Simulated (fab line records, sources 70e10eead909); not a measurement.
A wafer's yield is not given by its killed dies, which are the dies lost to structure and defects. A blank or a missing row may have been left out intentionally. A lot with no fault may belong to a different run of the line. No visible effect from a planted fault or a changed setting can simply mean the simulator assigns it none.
fab line records || flow nand-harc
record: {"lots": 5, "wafers": 15, "last-day": 33}
route steps=1302 shown A_CONTACT@1006
lots with no fault: from the same line, run without faults
start-h: hours from the record's first day to the start of the lot's first wafer shown || wait-h: hours elapsed since this lot's preceding step || " identical to the entry in the row above || L1.1+2: a single row standing in for several wafers || - no value present, or no start provided || * or withheld: withheld || < > ~ a bound
route shown NAME@n: a module of which the file shows steps, and the number in the route of the first || usual: mean/standard deviation of fault-free wafers || same: alike in all rows || chamber/n: place in a boat || sites: each site's reading || _std_site: the standard deviation of these || _edge_site: the outer-site mean with the inner-site mean subtracted || radius-mm: how far each site lies from the wafer's centre || mask NAME#n: copy n || behind: the most recent tool/chamber to have shaped the wafer || hold: what put the lot on hold/how long, in hours/how the hold closed || device: whichever transistor did not switch (one of n, p or np) || end of line: tests of these same wafers at the route's end || a step given without rows: its recipe and nothing more || killed: dies that structure and defects cost at the first sort, which is not the same as the wafer's yield || map: shows each die of a wafer: x if killed, . if not, _ if none is there
set.NAME: the setting the step ran with; set.NAME@STEP: the setting that earlier step ran with || model.NAME: the simulator's own value behind a step, which no gauge read
lots at selected steps of the route; one table per step, one row per wafer
services: from which hour (start-h, from the record's first day; less than 0 if before it) a tool's chamber was out of use, for how many hours, and why
== steps ==
step: NHARC_A_CONTACT_ETCH_112
recipe: {"source-w": "withheld", "pressure-mtorr": 20, "bias-v": 3000, "time-s": 190, "target-depth-a": 18500, "ar-flow-sccm": "withheld", "c4f8-flow-sccm": "withheld", "o2-flow-sccm": "withheld", "chemistry": "C4F8/O2/Ar"}
usual: {"run-length-s": "190/0"}
same: {"time-s": 190}
{"lot.wafer": "L790.4", "tool": "har-cap-etch-01", "chamber": 0, "start-h": 517.70, "wait-h": 0.2, "rf-hours-counter-h": "-", "run-length-s": 190}
{"lot.wafer": "L790.3", "tool": "har-cap-etch-01", "chamber": 1, "start-h": 517.70, "wait-h": 0.2, "rf-hours-counter-h": "-", "run-length-s": 190}
{"lot.wafer": "L790.6", "tool": "har-cap-etch-01", "chamber": 0, "start-h": 517.70, "wait-h": 0.2, "rf-hours-counter-h": "-", "run-length-s": 190}
{"lot.wafer": "L791.4", "tool": "har-cap-etch-02", "chamber": 0, "start-h": 525.54, "wait-h": 0.2, "rf-hours-counter-h": "-", "run-length-s": 190}
{"lot.wafer": "L791.3", "tool": "har-cap-etch-02", "chamber": 1, "start-h": 525.54, "wait-h": 0.2, "rf-hours-counter-h": "-", "run-length-s": 190}
{"lot.wafer": "L791.6", "tool": "har-cap-etch-02", "chamber": 0, "start-h": 525.54, "wait-h": 0.2, "rf-hours-counter-h": "-", "run-length-s": 190}
{"lot.wafer": "L804.1", "tool": "har-cap-etch-03", "chamber": 0, "start-h": 675.84, "wait-h": 0.2, "rf-hours-counter-h": 70, "run-length-s": 190}
{"lot.wafer": "L804.2", "tool": "har-cap-etch-03", "chamber": 1, "start-h": 675.84, "wait-h": 0.2, "rf-hours-counter-h": 70, "run-length-s": 190}
{"lot.wafer": "L804.4", "tool": "har-cap-etch-03", "chamber": 1, "start-h": 675.84, "wait-h": 0.2, "rf-hours-counter-h": "-", "run-length-s": 190}
{"lot.wafer": "L808.3", "tool": "har-cap-etch-01", "chamber": 1, "start-h": 702.19, "wait-h": 0.2, "rf-hours-counter-h": "-", "run-length-s": 190}
{"lot.wafer": "L808.4", "tool": "har-cap-etch-01", "chamber": 0, "start-h": 702.19, "wait-h": 0.2, "rf-hours-counter-h": "-", "run-length-s": 190}
{"lot.wafer": "L808.5", "tool": "har-cap-etch-01", "chamber": 1, "start-h": 702.19, "wait-h": 0.2, "rf-hours-counter-h": "-", "run-length-s": 190}
{"lot.wafer": "L809.3", "tool": "har-cap-etch-02", "chamber": 1, "start-h": 717.04, "wait-h": 0.2, "rf-hours-counter-h": "-", "run-length-s": 190}
{"lot.wafer": "L809.4", "tool": "har-cap-etch-02", "chamber": 0, "start-h": 717.04, "wait-h": 0.2, "rf-hours-counter-h": "-", "run-length-s": 190}
{"lot.wafer": "L809.6", "tool": "har-cap-etch-02", "chamber": 1, "start-h": 717.04, "wait-h": 0.2, "rf-hours-counter-h": "-", "run-length-s": 190}
step: NHARC_A_CONTACT_ETCH_113
recipe: {"source-w": "withheld", "pressure-mtorr": 20, "bias-v": 3000, "time-s": 190, "target-depth-a": 18500, "ar-flow-sccm": "withheld", "c4f8-flow-sccm": "withheld", "o2-flow-sccm": "withheld", "chemistry": "C4F8/O2/Ar"}
step: NHARC_A_CONTACT_ETCH_114
recipe: {"source-w": "withheld", "pressure-mtorr": 20, "bias-v": 3000, "time-s": 190, "target-depth-a": 18500, "ar-flow-sccm": "withheld", "c4f8-flow-sccm": "withheld", "o2-flow-sccm": "withheld", "chemistry": "C4F8/O2/Ar"}
step: NHARC_A_CONTACT_ETCH_115
recipe: {"source-w": "withheld", "pressure-mtorr": 20, "bias-v": 3000, "time-s": 190, "target-depth-a": 18500, "ar-flow-sccm": "withheld", "c4f8-flow-sccm": "withheld", "o2-flow-sccm": "withheld", "chemistry": "C4F8/O2/Ar"}
step: NHARC_A_CONTACT_ETCH_116
recipe: {"source-w": "withheld", "pressure-mtorr": 20, "bias-v": 3000, "time-s": 190, "target-depth-a": 18500, "ar-flow-sccm": "withheld", "c4f8-flow-sccm": "withheld", "o2-flow-sccm": "withheld", "chemistry": "C4F8/O2/Ar"}
usual: {"run-length-s": "190/0"}
same: {"time-s": 190}
{"lot.wafer": "L790.4", "tool": "har-cap-etch-01", "chamber": 0, "start-h": 518.38, "wait-h": 0.1, "rf-hours-counter-h": "-", "run-length-s": 190}
{"lot.wafer": "L790.3", "tool": "har-cap-etch-01", "chamber": 1, "start-h": 518.38, "wait-h": 0.1, "rf-hours-counter-h": "-", "run-length-s": 190}
{"lot.wafer": "L790.6", "tool": "har-cap-etch-01", "chamber": 0, "start-h": 518.38, "wait-h": 0.1, "rf-hours-counter-h": "-", "run-length-s": 190}
{"lot.wafer": "L791.4", "tool": "har-cap-etch-02", "chamber": 0, "start-h": 526.46, "wait-h": 0.2, "rf-hours-counter-h": "-", "run-length-s": 190}
{"lot.wafer": "L791.3", "tool": "har-cap-etch-02", "chamber": 1, "start-h": 526.46, "wait-h": 0.2, "rf-hours-counter-h": "-", "run-length-s": 190}
{"lot.wafer": "L791.6", "tool": "har-cap-etch-02", "chamber": 0, "start-h": 526.46, "wait-h": 0.2, "rf-hours-counter-h": "-", "run-length-s": 190}
{"lot.wafer": "L804.1", "tool": "har-cap-etch-03", "chamber": 0, "start-h": 676.52, "wait-h": 0.1, "rf-hours-counter-h": 71, "run-length-s": 190}
{"lot.wafer": "L804.2", "tool": "har-cap-etch-03", "chamber": 1, "start-h": 676.52, "wait-h": 0.1, "rf-hours-counter-h": 71, "run-length-s": 190}
{"lot.wafer": "L804.4", "tool": "har-cap-etch-03", "chamber": 1, "start-h": 676.52, "wait-h": 0.1, "rf-hours-counter-h": "-", "run-length-s": 190}
{"lot.wafer": "L808.3", "tool": "har-cap-etch-01", "chamber": 1, "start-h": 702.87, "wait-h": 0.1, "rf-hours-counter-h": "-", "run-length-s": 190}
{"lot.wafer": "L808.4", "tool": "har-cap-etch-01", "chamber": 0, "start-h": 702.87, "wait-h": 0.1, "rf-hours-counter-h": "-", "run-length-s": 190}
{"lot.wafer": "L808.5", "tool": "har-cap-etch-01", "chamber": 1, "start-h": 702.87, "wait-h": 0.1, "rf-hours-counter-h": "-", "run-length-s": 190}
{"lot.wafer": "L809.3", "tool": "har-cap-etch-02", "chamber": 1, "start-h": 717.73, "wait-h": 0.1, "rf-hours-counter-h": "-", "run-length-s": 190}
{"lot.wafer": "L809.4", "tool": "har-cap-etch-02", "chamber": 0, "start-h": 717.73, "wait-h": 0.1, "rf-hours-counter-h": "-", "run-length-s": 190}
{"lot.wafer": "L809.6", "tool": "har-cap-etch-02", "chamber": 1, "start-h": 717.73, "wait-h": 0.1, "rf-hours-counter-h": "-", "run-length-s": 190}
step: NHARC_A_CONTACT_ETCH_117
recipe: {"source-w": "withheld", "pressure-mtorr": 20, "bias-v": 3000, "time-s": 190, "target-depth-a": 18500, "ar-flow-sccm": "withheld", "c4f8-flow-sccm": "withheld", "o2-flow-sccm": "withheld", "chemistry": "C4F8/O2/Ar"}
step: NHARC_A_CONTACT_ETCH_118
recipe: {"source-w": "withheld", "pressure-mtorr": 20, "bias-v": 3000, "time-s": 190, "target-depth-a": 18500, "ar-flow-sccm": "withheld", "c4f8-flow-sccm": "withheld", "o2-flow-sccm": "withheld", "chemistry": "C4F8/O2/Ar"}
usual: {"run-length-s": "190/0"}
same: {"time-s": 190}
{"lot.wafer": "L790.4", "tool": "har-cap-etch-01", "chamber": 0, "start-h": 518.73, "wait-h": 0.1, "rf-hours-counter-h": "-", "run-length-s": 190}
{"lot.wafer": "L790.3", "tool": "har-cap-etch-01", "chamber": 1, "start-h": 518.73, "wait-h": 0.1, "rf-hours-counter-h": "-", "run-length-s": 190}
{"lot.wafer": "L790.6", "tool": "har-cap-etch-01", "chamber": 0, "start-h": 518.73, "wait-h": 0.1, "rf-hours-counter-h": "-", "run-length-s": 190}
{"lot.wafer": "L791.4", "tool": "har-cap-etch-02", "chamber": 0, "start-h": 526.91, "wait-h": 0.2, "rf-hours-counter-h": "-", "run-length-s": 190}
{"lot.wafer": "L791.3", "tool": "har-cap-etch-02", "chamber": 1, "start-h": 526.91, "wait-h": 0.2, "rf-hours-counter-h": "-", "run-length-s": 190}
{"lot.wafer": "L791.6", "tool": "har-cap-etch-02", "chamber": 0, "start-h": 526.91, "wait-h": 0.2, "rf-hours-counter-h": "-", "run-length-s": 190}
{"lot.wafer": "L804.1", "tool": "har-cap-etch-03", "chamber": 0, "start-h": 676.86, "wait-h": 0.1, "rf-hours-counter-h": 71, "run-length-s": 190}
{"lot.wafer": "L804.2", "tool": "har-cap-etch-03", "chamber": 1, "start-h": 676.86, "wait-h": 0.1, "rf-hours-counter-h": 71, "run-length-s": 190}
{"lot.wafer": "L804.4", "tool": "har-cap-etch-03", "chamber": 1, "start-h": 676.86, "wait-h": 0.1, "rf-hours-counter-h": "-", "run-length-s": 190}
{"lot.wafer": "L808.3", "tool": "har-cap-etch-01", "chamber": 1, "start-h": 703.21, "wait-h": 0.1, "rf-hours-counter-h": "-", "run-length-s": 190}
{"lot.wafer": "L808.4", "tool": "har-cap-etch-01", "chamber": 0, "start-h": 703.21, "wait-h": 0.1, "rf-hours-counter-h": "-", "run-length-s": 190}
{"lot.wafer": "L808.5", "tool": "har-cap-etch-01", "chamber": 1, "start-h": 703.21, "wait-h": 0.1, "rf-hours-counter-h": "-", "run-length-s": 190}
{"lot.wafer": "L809.3", "tool": "har-cap-etch-02", "chamber": 1, "start-h": 718.08, "wait-h": 0.1, "rf-hours-counter-h": "-", "run-length-s": 190}
{"lot.wafer": "L809.4", "tool": "har-cap-etch-02", "chamber": 0, "start-h": 718.08, "wait-h": 0.1, "rf-hours-counter-h": "-", "run-length-s": 190}
{"lot.wafer": "L809.6", "tool": "har-cap-etch-02", "chamber": 1, "start-h": 718.08, "wait-h": 0.1, "rf-hours-counter-h": "-", "run-length-s": 190}
step: NHARC_A_CONTACT_ETCH_119
recipe: {"source-w": "withheld", "pressure-mtorr": 20, "bias-v": 3000, "time-s": 190, "target-depth-a": 18500, "ar-flow-sccm": "withheld", "c4f8-flow-sccm": "withheld", "o2-flow-sccm": "withheld", "chemistry": "C4F8/O2/Ar"}
usual: {"run-length-s": "190/0"}
same: {"time-s": 190}
{"lot.wafer": "L790.4", "tool": "har-cap-etch-01", "chamber": 0, "start-h": 518.90, "wait-h": 0.1, "rf-hours-counter-h": "-", "run-length-s": 190}
{"lot.wafer": "L790.3", "tool": "har-cap-etch-01", "chamber": 1, "start-h": 518.90, "wait-h": 0.1, "rf-hours-counter-h": "-", "run-length-s": 190}
{"lot.wafer": "L790.6", "tool": "har-cap-etch-01", "chamber": 0, "start-h": 518.90, "wait-h": 0.1, "rf-hours-counter-h": "-", "run-length-s": 190}
{"lot.wafer": "L791.4", "tool": "har-cap-etch-02", "chamber": 0, "start-h": 527.14, "wait-h": 0.2, "rf-hours-counter-h": "-", "run-length-s": 190}
{"lot.wafer": "L791.3", "tool": "har-cap-etch-02", "chamber": 1, "start-h": 527.14, "wait-h": 0.2, "rf-hours-counter-h": "-", "run-length-s": 190}
{"lot.wafer": "L791.6", "tool": "har-cap-etch-02", "chamber": 0, "start-h": 527.14, "wait-h": 0.2, "rf-hours-counter-h": "-", "run-length-s": 190}
{"lot.wafer": "L804.1", "tool": "har-cap-etch-03", "chamber": 0, "start-h": 677.04, "wait-h": 0.1, "rf-hours-counter-h": 71, "run-length-s": 190}
{"lot.wafer": "L804.2", "tool": "har-cap-etch-03", "chamber": 1, "start-h": 677.04, "wait-h": 0.1, "rf-hours-counter-h": 71, "run-length-s": 190}
{"lot.wafer": "L804.4", "tool": "har-cap-etch-03", "chamber": 1, "start-h": 677.04, "wait-h": 0.1, "rf-hours-counter-h": "-", "run-length-s": 190}
{"lot.wafer": "L808.3", "tool": "har-cap-etch-01", "chamber": 1, "start-h": 703.38, "wait-h": 0.1, "rf-hours-counter-h": "-", "run-length-s": 190}
{"lot.wafer": "L808.4", "tool": "har-cap-etch-01", "chamber": 0, "start-h": 703.38, "wait-h": 0.1, "rf-hours-counter-h": "-", "run-length-s": 190}
{"lot.wafer": "L808.5", "tool": "har-cap-etch-01", "chamber": 1, "start-h": 703.38, "wait-h": 0.1, "rf-hours-counter-h": "-", "run-length-s": 190}
{"lot.wafer": "L809.3", "tool": "har-cap-etch-02", "chamber": 1, "start-h": 718.25, "wait-h": 0.1, "rf-hours-counter-h": "-", "run-length-s": 190}
{"lot.wafer": "L809.4", "tool": "har-cap-etch-02", "chamber": 0, "start-h": 718.25, "wait-h": 0.1, "rf-hours-counter-h": "-", "run-length-s": 190}
{"lot.wafer": "L809.6", "tool": "har-cap-etch-02", "chamber": 1, "start-h": 718.25, "wait-h": 0.1, "rf-hours-counter-h": "-", "run-length-s": 190}
step: NHARC_A_CONTACT_ETCH_120
recipe: {"source-w": "withheld", "pressure-mtorr": 20, "bias-v": 3000, "time-s": 190, "target-depth-a": 18500, "ar-flow-sccm": "withheld", "c4f8-flow-sccm": "withheld", "o2-flow-sccm": "withheld", "chemistry": "C4F8/O2/Ar"}
usual: {"run-length-s": "190/0"}
same: {"time-s": 190}
{"lot.wafer": "L790.4", "tool": "har-cap-etch-01", "chamber": 0, "start-h": 519.07, "wait-h": 0.1, "rf-hours-counter-h": "-", "run-length-s": 190}
{"lot.wafer": "L790.3", "tool": "har-cap-etch-01", "chamber": 1, "start-h": 519.07, "wait-h": 0.1, "rf-hours-counter-h": "-", "run-length-s": 190}
{"lot.wafer": "L790.6", "tool": "har-cap-etch-01", "chamber": 0, "start-h": 519.07, "wait-h": 0.1, "rf-hours-counter-h": "-", "run-length-s": 190}
{"lot.wafer": "L791.4", "tool": "har-cap-etch-02", "chamber": 0, "start-h": 527.36, "wait-h": 0.2, "rf-hours-counter-h": "-", "run-length-s": 190}
{"lot.wafer": "L791.3", "tool": "har-cap-etch-02", "chamber": 1, "start-h": 527.36, "wait-h": 0.2, "rf-hours-counter-h": "-", "run-length-s": 190}
{"lot.wafer": "L791.6", "tool": "har-cap-etch-02", "chamber": 0, "start-h": 527.36, "wait-h": 0.2, "rf-hours-counter-h": "-", "run-length-s": 190}
{"lot.wafer": "L804.1", "tool": "har-cap-etch-03", "chamber": 0, "start-h": 677.20, "wait-h": 0.1, "rf-hours-counter-h": 71, "run-length-s": 190}
{"lot.wafer": "L804.2", "tool": "har-cap-etch-03", "chamber": 1, "start-h": 677.20, "wait-h": 0.1, "rf-hours-counter-h": 71, "run-length-s": 190}
{"lot.wafer": "L804.4", "tool": "har-cap-etch-03", "chamber": 1, "start-h": 677.20, "wait-h": 0.1, "rf-hours-counter-h": "-", "run-length-s": 190}
{"lot.wafer": "L808.3", "tool": "har-cap-etch-01", "chamber": 1, "start-h": 703.55, "wait-h": 0.1, "rf-hours-counter-h": "-", "run-length-s": 190}
{"lot.wafer": "L808.4", "tool": "har-cap-etch-01", "chamber": 0, "start-h": 703.55, "wait-h": 0.1, "rf-hours-counter-h": "-", "run-length-s": 190}
{"lot.wafer": "L808.5", "tool": "har-cap-etch-01", "chamber": 1, "start-h": 703.55, "wait-h": 0.1, "rf-hours-counter-h": "-", "run-length-s": 190}
{"lot.wafer": "L809.3", "tool": "har-cap-etch-02", "chamber": 1, "start-h": 718.42, "wait-h": 0.1, "rf-hours-counter-h": "-", "run-length-s": 190}
{"lot.wafer": "L809.4", "tool": "har-cap-etch-02", "chamber": 0, "start-h": 718.42, "wait-h": 0.1, "rf-hours-counter-h": "-", "run-length-s": 190}
{"lot.wafer": "L809.6", "tool": "har-cap-etch-02", "chamber": 1, "start-h": 718.42, "wait-h": 0.1, "rf-hours-counter-h": "-", "run-length-s": 190}
step: NHARC_A_CONTACT_ETCH_121
recipe: {"source-w": "withheld", "pressure-mtorr": 20, "bias-v": 3000, "time-s": 190, "target-depth-a": 18500, "ar-flow-sccm": "withheld", "c4f8-flow-sccm": "withheld", "o2-flow-sccm": "withheld", "chemistry": "C4F8/O2/Ar"}
step: NHARC_A_CONTACT_ETCH_122
recipe: {"source-w": "withheld", "pressure-mtorr": 20, "bias-v": 3000, "time-s": 190, "target-depth-a": 18500, "ar-flow-sccm": "withheld", "c4f8-flow-sccm": "withheld", "o2-flow-sccm": "withheld", "chemistry": "C4F8/O2/Ar"}
step: NHARC_A_CONTACT_ETCH_123
recipe: {"source-w": "withheld", "pressure-mtorr": 20, "bias-v": 400, "time-s": 490, "target-depth-a": 21100, "ar-flow-sccm": "withheld", "c4f8-flow-sccm": 11.5, "o2-flow-sccm": 7.2, "chemistry": "C4F8/O2/Ar"}
step: NHARC_A_CONTACT_ETCH_90
recipe: {"target-depth-a": 400, "over-etch-frac": 0.5, "time-s": 85.7, "ion-energy-ev": 120, "ch3f-flow-sccm": 50, "o2-flow-sccm": 30, "ar-flow-sccm": 200, "rf-w": 500, "bias-w": 100, "chemistry": "CH3F/O2"}
usual: {"drypump-motor-current-A": "5.5/0.39", "oes-product-au": "0.97/0.036", "rf-fwd-power-W": "497.0/1.6", "rf-vpp-V": "243.3/1.1", "run-length-s": "106.8/0.44", "showerhead-plenum-p-Torr": "2.38/0.047", "throttle-valve-pct": "20.664/0.0087"}
{"lot.wafer": "L790.4", "tool": "rie-diel-11", "chamber": 0, "start-h": 522.45, "wait-h": 2.7, "drypump-motor-current-A": 5.7, "oes-product-au": 0.99, "rf-fwd-power-W": 497.1, "rf-hours-counter-h": 28, "rf-vpp-V": 244.2, "run-length-s": 106.2, "showerhead-plenum-p-Torr": 2.44, "throttle-valve-pct": 20.660}
{"lot.wafer": "L790.3", "tool": "rie-diel-11", "chamber": 3, "start-h": 522.45, "wait-h": 2.7, "drypump-motor-current-A": 5.1, "oes-product-au": 1.01, "rf-fwd-power-W": 495.7, "rf-hours-counter-h": 31, "rf-vpp-V": 243.2, "run-length-s": 106.8, "showerhead-plenum-p-Torr": 2.44, "throttle-valve-pct": 20.671}
{"lot.wafer": "L790.6", "tool": "rie-diel-11", "chamber": 1, "start-h": 522.45, "wait-h": 2.7, "drypump-motor-current-A": 5.8, "oes-product-au": 0.99, "rf-fwd-power-W": 498.1, "rf-hours-counter-h": "-", "rf-vpp-V": 242.9, "run-length-s": 107.9, "showerhead-plenum-p-Torr": 2.40, "throttle-valve-pct": 20.669}
{"lot.wafer": "L791.4", "tool": "rie-diel-13", "chamber": 3, "start-h": 529.14, "wait-h": 0.8, "drypump-motor-current-A": 5.4, "oes-product-au": 1.00, "rf-fwd-power-W": 497.0, "rf-hours-counter-h": 0, "rf-vpp-V": 243.9, "run-length-s": 106.7, "showerhead-plenum-p-Torr": 2.41, "throttle-valve-pct": 20.667}
{"lot.wafer": "L791.3", "tool": "rie-diel-13", "chamber": 0, "start-h": 529.14, "wait-h": 0.8, "drypump-motor-current-A": 5.2, "oes-product-au": 1.00, "rf-fwd-power-W": 494.8, "rf-hours-counter-h": 0, "rf-vpp-V": 243.5, "run-length-s": 107.0, "showerhead-plenum-p-Torr": 2.33, "throttle-valve-pct": 20.649}
{"lot.wafer": "L791.6", "tool": "rie-diel-13", "chamber": 2, "start-h": 529.14, "wait-h": 0.8, "drypump-motor-current-A": 6.2, "oes-product-au": 1.03, "rf-fwd-power-W": 498.3, "rf-hours-counter-h": "-", "rf-vpp-V": 242.0, "run-length-s": 107.0, "showerhead-plenum-p-Torr": 2.32, "throttle-valve-pct": 20.668}
{"lot.wafer": "L804.1", "tool": "rie-diel-11", "chamber": 3, "start-h": 678.69, "wait-h": 0.9, "drypump-motor-current-A": 5.1, "oes-product-au": 1.01, "rf-fwd-power-W": 496.8, "rf-hours-counter-h": 21, "rf-vpp-V": 243.8, "run-length-s": 106.9, "showerhead-plenum-p-Torr": 2.42, "throttle-valve-pct": 20.671}
{"lot.wafer": "L804.4", "tool": "rie-diel-11", "chamber": 0, "start-h": 678.69, "wait-h": 0.9, "drypump-motor-current-A": 5.7, "oes-product-au": 1.01, "rf-fwd-power-W": "-", "rf-hours-counter-h": 22, "rf-vpp-V": 241.3, "run-length-s": 71.8, "showerhead-plenum-p-Torr": 2.41, "throttle-valve-pct": 20.645}
{"lot.wafer": "L804.2", "tool": "rie-diel-11", "chamber": 2, "start-h": 678.69, "wait-h": 0.9, "drypump-motor-current-A": 5.3, "oes-product-au": 1.00, "rf-fwd-power-W": 499.3, "rf-hours-counter-h": 21, "rf-vpp-V": 243.7, "run-length-s": 107.6, "showerhead-plenum-p-Torr": 2.37, "throttle-valve-pct": 20.660}
{"lot.wafer": "L808.3", "tool": "rie-diel-08", "chamber": 1, "start-h": 705.00, "wait-h": 0.7, "drypump-motor-current-A": 5.6, "oes-product-au": 0.94, "rf-fwd-power-W": 493.5, "rf-hours-counter-h": 55, "rf-vpp-V": 245.0, "run-length-s": 106.0, "showerhead-plenum-p-Torr": 2.41, "throttle-valve-pct": 20.657}
{"lot.wafer": "L808.4", "tool": "rie-diel-08", "chamber": 2, "start-h": 705.00, "wait-h": 0.7, "drypump-motor-current-A": 6.2, "oes-product-au": 0.91, "rf-fwd-power-W": 495.1, "rf-hours-counter-h": 55, "rf-vpp-V": 242.9, "run-length-s": 106.6, "showerhead-plenum-p-Torr": 2.38, "throttle-valve-pct": 20.665}
{"lot.wafer": "L808.5", "tool": "rie-diel-08", "chamber": 0, "start-h": 705.00, "wait-h": 0.7, "drypump-motor-current-A": 5.4, "oes-product-au": 0.91, "rf-fwd-power-W": 496.0, "rf-hours-counter-h": "-", "rf-vpp-V": 242.7, "run-length-s": 106.8, "showerhead-plenum-p-Torr": 2.40, "throttle-valve-pct": 20.676}
{"lot.wafer": "L809.3", "tool": "rie-diel-13", "chamber": 3, "start-h": 719.86, "wait-h": 0.7, "drypump-motor-current-A": 5.4, "oes-product-au": 0.94, "rf-fwd-power-W": 495.7, "rf-hours-counter-h": 3, "rf-vpp-V": 243.3, "run-length-s": 106.8, "showerhead-plenum-p-Torr": 2.40, "throttle-valve-pct": 20.655}
{"lot.wafer": "L809.4", "tool": "rie-diel-13", "chamber": 0, "start-h": 719.86, "wait-h": 0.7, "drypump-motor-current-A": 5.2, "oes-product-au": 0.93, "rf-fwd-power-W": 496.9, "rf-hours-counter-h": 2, "rf-vpp-V": 241.1, "run-length-s": 106.8, "showerhead-plenum-p-Torr": 2.32, "throttle-valve-pct": 20.669}
{"lot.wafer": "L809.6", "tool": "rie-diel-13", "chamber": 3, "start-h": 719.86, "wait-h": 0.7, "drypump-motor-current-A": 5.4, "oes-product-au": 0.94, "rf-fwd-power-W": 497.9, "rf-hours-counter-h": "-", "rf-vpp-V": 243.3, "run-length-s": 107.4, "showerhead-plenum-p-Torr": 2.40, "throttle-valve-pct": 20.643}
step: NHARC_A_CONTACT_ETCH_96
recipe: {"target-depth-a": 200, "over-etch-frac": 0.5, "time-s": 10, "ion-energy-ev": 250, "c4f6-flow-sccm": 25, "o2-flow-sccm": 20, "ar-flow-sccm": 500, "rf-w": 600, "bias-w": 500, "chemistry": "C4F6/O2"}
== services ==
{"tool": "har-cap-etch-01", "chamber": "-", "start-h": 497.00, "hours": 17.0, "kind": "pm"}
{"tool": "har-cap-etch-01", "chamber": 0, "start-h": 497.00, "hours": 17.0, "kind": "vent-cycle"}
{"tool": "har-cap-etch-01", "chamber": 1, "start-h": 497.00, "hours": 17.0, "kind": "vent-cycle"}
{"tool": "rie-diel-13", "chamber": 0, "start-h": 499.06, "hours": "-", "kind": "clean"}
{"tool": "rie-diel-13", "chamber": 1, "start-h": 499.06, "hours": "-", "kind": "clean"}
{"tool": "rie-diel-13", "chamber": 2, "start-h": 499.06, "hours": "-", "kind": "clean"}
{"tool": "rie-diel-13", "chamber": 3, "start-h": 499.06, "hours": "-", "kind": "clean"}
{"tool": "har-cap-etch-02", "chamber": "-", "start-h": 506.84, "hours": 0.2, "kind": "repair"}
{"tool": "rie-diel-08", "chamber": 3, "start-h": 508.36, "hours": 2.5, "kind": "repair"}
{"tool": "har-cap-etch-01", "chamber": 0, "start-h": 514.00, "hours": "-", "kind": "clean"}
{"tool": "har-cap-etch-01", "chamber": 1, "start-h": 514.00, "hours": "-", "kind": "clean"}
{"tool": "har-cap-etch-01", "chamber": 1, "start-h": 514.00, "hours": "-", "kind": "consumable-replace:focus-ring"}
{"tool": "rie-diel-11", "chamber": 0, "start-h": 515.16, "hours": "-", "kind": "clean"}
{"tool": "rie-diel-11", "chamber": 1, "start-h": 515.16, "hours": "-", "kind": "clean"}
{"tool": "rie-diel-13", "chamber": "-", "start-h": 519.60, "hours": 9.0, "kind": "pm"}
{"tool": "rie-diel-08", "chamber": 2, "start-h": 527.73, "hours": 2.6, "kind": "repair"}
{"tool": "har-cap-etch-01", "chamber": "-", "start-h": 542.03, "hours": 0.5, "kind": "repair"}
{"tool": "har-cap-etch-01", "chamber": "-", "start-h": 551.39, "hours": 0.1, "kind": "repair"}
{"tool": "rie-diel-08", "chamber": "-", "start-h": 553.42, "hours": 9.0, "kind": "pm"}
{"tool": "rie-diel-13", "chamber": 1, "start-h": 576.90, "hours": 4.4, "kind": "repair"}
{"tool": "rie-diel-11", "chamber": "-", "start-h": 609.66, "hours": 9.0, "kind": "pm"}
{"tool": "rie-diel-11", "chamber": 1, "start-h": 652.46, "hours": 8.0, "kind": "repair"}
{"tool": "rie-diel-08", "chamber": 0, "start-h": 676.51, "hours": 5.7, "kind": "repair"}
{"tool": "rie-diel-13", "chamber": "-", "start-h": 696.60, "hours": 9.0, "kind": "pm"}
== key ==
first-sign: {"step": "NHARC_A_CONTACT_ETCH_90", "reading": "run-length-s", "direction": "down", "sigmas": 79, "usual": "*", "struck": "*"}
effect none on later readings
met-at NHARC_A_CONTACT_ETCH_90
struck-wafers L804.4
later-rows-left-out L804.4
sort-left-out L804.4
tester-left-out L804
onset-between 522.45 678.69
fault: {"kind": "process-parameter-drift", "tool": "rie-diel-11", "chamber": 0, "onset-h": 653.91, "steps": "NHARC_A_CONTACT_ETCH_90", "channel": "time-s", "offset": "*", "shape": "step", "end-h": 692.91, "acts-in": "*", "stated": "*"}
tester-left-out: of these lots the tester's yield and bins aren't shown, on N5 and GAA mostly nor the transistor test; their killed dies are dies lost to structure and defects alone, not to doping, threshold or leakage, so they don't give the yield
sort-left-out: the simulated sort isn't trusted on such a fault, so these wafers' sort isn't shown, and their yield isn't known
later-rows-left-out: the simulator's readings of these wafers behind a module that went badly wrong aren't trusted and aren't shown, but for the sort
